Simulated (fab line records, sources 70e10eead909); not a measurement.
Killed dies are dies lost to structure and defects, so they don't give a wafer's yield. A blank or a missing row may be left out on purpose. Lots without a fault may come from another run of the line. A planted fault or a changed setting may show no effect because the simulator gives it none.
Which tool did it? | flow nand_harc | 14 lots, 42 wafers sampled, at 6 steps of a route of 1159

WHAT THE GAUGES READ, wafer by wafer
NHARC_P_BONDPAD_CD_MEAS_13.
lot  | measured     | on        | cd_nm (nm)
L862 | day 5 23:31  | cd_sem-03 | 499.9 499.6 501.4
L863 | day 6 18:56  | cd_sem-03 | 503.9 504.6 502.9
L864 | day 7 09:30  | cd_sem-02 | 505.5 500.1 498.3
L865 | day 7 09:49  | cd_sem-03 | 499.5 497.5 501.7
L868 | day 7 17:59  | cd_sem-01 | 497.6 501.4 498.1
L867 | day 7 19:11  | cd_sem-02 | 500.0 501.9 498.9
L870 | day 8 04:25  | cd_sem-03 | 504.4 502.6 500.5
L869 | day 8 07:43  | cd_sem-01 | 495.6 503.0 501.8
L873 | day 8 22:10  | cd_sem-01 | 501.2 499.4 498.6
L871 | day 8 22:51  | cd_sem-01 | 501.1 500.9 496.7
L875 | day 9 10:13  | cd_sem-01 | 495.3 504.0 496.9
L874 | day 9 11:05  | cd_sem-03 | 499.0 503.1 495.2
L880 | day 10 23:26 | cd_sem-01 | 505.2 499.8 502.5
L885 | day 12 00:14 | cd_sem-01 | 498.6 495.3 500.6

NHARC_A_ONON_D1_THK_MEAS_14: measures by ellipsometry.
lot  | measured     | on            | thk_nm (nm)
L862 | day 7 03:00  | film_metro-01 | 1009 1011 1010
L863 | day 7 23:25  | film_metro-01 | 1001 1005 1006
L864 | day 8 13:39  | film_metro-01 | 984 984 984
L865 | day 8 13:38  | film_metro-02 | 1012 1012 1012
L868 | day 9 00:01  | film_metro-01 | 1008 1006 1007
L867 | day 8 23:40  | film_metro-01 | 993 996 993
L870 | day 9 08:52  | film_metro-02 | 1006 1005 1005
L869 | day 9 17:37  | film_metro-01 | 994 994 993
L873 | day 10 04:47 | film_metro-01 | 1008 1009 1008
L871 | day 10 04:56 | film_metro-02 | 1000 1000 998
L875 | day 10 16:58 | film_metro-01 | 988 990 988
L874 | day 10 16:51 | film_metro-01 | 998 1000 999
L880 | day 12 01:40 | film_metro-01 | 675 677 677 675 675 675
L885 | day 13 03:55 | film_metro-01 | 689 691 689 691 689 691

NHARC_END_SORT_01.
lot  | measured     | on        | killed_at_array | killed_at_other | killed_at_periphery | killed_dies | killed_open | killed_short
L880 | day 23 17:22 | prober-01 | 671 674 673     | 1 0 2           | 5 3 2               | 677 677 677 | 4 0 0       | 2 2 1
L885 | day 25 08:26 | prober-01 | 675 674 673     | 0 0 1           | 2 3 3               | 677 677 677 | 2 0 4       | 1 4 2

WHICH TOOL RAN EACH LOT (tool, then ch and the chambers of the sampled wafers, then the start)
lot  | NHARC_A_ONON_D1_DEP_12           | NHARC_A_CHANNEL_HOLE_D1_DEP_00 | NHARC_A_CHANNEL_HOLE_D1_DEP_01
L862 | pecvd_onon-01 ch 0, day 7 02:29  | acl_dep-01 ch 0, day 7 12:58   | pecvd-04 ch 0,1, day 7 14:52
L863 | pecvd_onon-04 ch 0, day 7 22:55  | acl_dep-03 ch 0, day 8 13:04   | pecvd-03 ch 0,1,2, day 8 15:01
L864 | pecvd_onon-01 ch 0, day 8 13:12  | acl_dep-02 ch 0, day 9 01:06   | pecvd-02 ch 0,1,2, day 9 02:43
L865 | pecvd_onon-04 ch 0, day 8 13:08  | acl_dep-01 ch 0, day 9 00:17   | pecvd-02 ch 0,1,2, day 9 02:10
L868 | pecvd_onon-02 ch 0, day 8 23:31  | acl_dep-01 ch 0, day 9 13:41   | pecvd-03 ch 0,1, day 9 15:37
L867 | pecvd_onon-01 ch 0, day 8 23:16  | acl_dep-01 ch 0, day 9 12:26   | pecvd-02 ch 0,1,2, day 9 13:46
L870 | pecvd_onon-04 ch 0, day 9 08:25  | acl_dep-02 ch 0, day 9 20:33   | pecvd-04 ch 1,2, day 9 22:11
L869 | pecvd_onon-01 ch 0, day 9 17:04  | acl_dep-02 ch 0, day 10 04:38  | pecvd-03 ch 0,1,2, day 10 06:33
L873 | pecvd_onon-02 ch 0, day 10 04:20 | acl_dep-03 ch 0, day 10 21:09  | pecvd-02 ch 0,1, day 10 22:47
L871 | pecvd_onon-01 ch 0, day 10 04:36 | acl_dep-02 ch 0, day 10 22:01  | pecvd-03 ch 0,1,2, day 10 23:04
L875 | pecvd_onon-01 ch 0, day 10 16:27 | acl_dep-03 ch 0, day 11 04:24  | pecvd-03 ch 0,1, day 11 06:20
L874 | pecvd_onon-02 ch 0, day 10 16:24 | acl_dep-01 ch 0, day 11 05:23  | pecvd-02 ch 0,1, day 11 07:02
L880 | pecvd_onon-02 ch 0, day 12 01:20 | -                              | -
L885 | pecvd_onon-02 ch 0, day 13 03:24 | -                              | -
- NHARC_A_ONON_D1_DEP_12: target thk 1000 nm.
- NHARC_A_CHANNEL_HOLE_D1_DEP_00: deposits aC, target thk 3100 nm.
- NHARC_A_CHANNEL_HOLE_D1_DEP_01: deposits SiON, target thk 140 nm.

WHAT THE TOOLS THEMSELVES READ (means of the sampled wafers that have a number; where no wafer has one, the mark that the record gives instead)
NHARC_A_CHANNEL_HOLE_D1_DEP_00.
lot  | tool       | throttle_valve_pct (%)
L862 | acl_dep-01 | 34.999
L863 | acl_dep-03 | 34.999
L864 | acl_dep-02 | 34.996
L865 | acl_dep-01 | 35.002
L868 | acl_dep-01 | 34.992
L867 | acl_dep-01 | 35.004
L870 | acl_dep-02 | 35.008
L869 | acl_dep-02 | 34.998
L873 | acl_dep-03 | 35.003
L871 | acl_dep-02 | 35.001
L875 | acl_dep-03 | 34.993
L874 | acl_dep-01 | 34.993

NHARC_A_CHANNEL_HOLE_D1_DEP_01.
lot  | tool     | heater_power_w (W)
L862 | pecvd-04 | 745
L863 | pecvd-03 | 797
L864 | pecvd-02 | 671
L865 | pecvd-02 | 747
L868 | pecvd-03 | 836
L867 | pecvd-02 | 707
L870 | pecvd-04 | 629
L869 | pecvd-03 | 749
L873 | pecvd-02 | 654
L871 | pecvd-03 | 738
L875 | pecvd-03 | 815
L874 | pecvd-02 | 652

THE ANSWER, worked out from the rows above alone
Rule: what is usual is taken from the lots themselves. Put in order of their means at a reading, lots are off if they are a third of the lots or fewer, leave a main group of 4 or more, and stand apart from it by a gap of 3 or more times the standard deviation of the main group's means; of several such gaps the widest counts. A main group whose means are all the same, to the digits that the tables above print for the reading, isn't used. A lot without any number at a reading at which 4 lots or more have one is off too. The other lots that the step has rows for count as sound. The gauges are gone through in route order, then the tools' own readings, and for those a lot's mean is taken as printed above. The first step at which some lot is off is used, and at that step the reading that is off furthest; a lot without a number counts as furthest.
Off: L880, L885, at NHARC_A_ONON_D1_THK_MEAS_14 (thk_nm). The main group: mean 1000 nm, standard deviation 8.5.
A tool fits if, at a process step before that reading, it ran every lot that is off, and no sound lot after the first of them. The gauges at NHARC_A_ONON_D1_THK_MEAS_14 are tried like those tools. Can't be told from this: 2 tools fit, pecvd_onon-02 at NHARC_A_ONON_D1_DEP_12, film_metro-01 at NHARC_A_ONON_D1_THK_MEAS_14.

WHAT THE SIMULATOR HAD PUT IN
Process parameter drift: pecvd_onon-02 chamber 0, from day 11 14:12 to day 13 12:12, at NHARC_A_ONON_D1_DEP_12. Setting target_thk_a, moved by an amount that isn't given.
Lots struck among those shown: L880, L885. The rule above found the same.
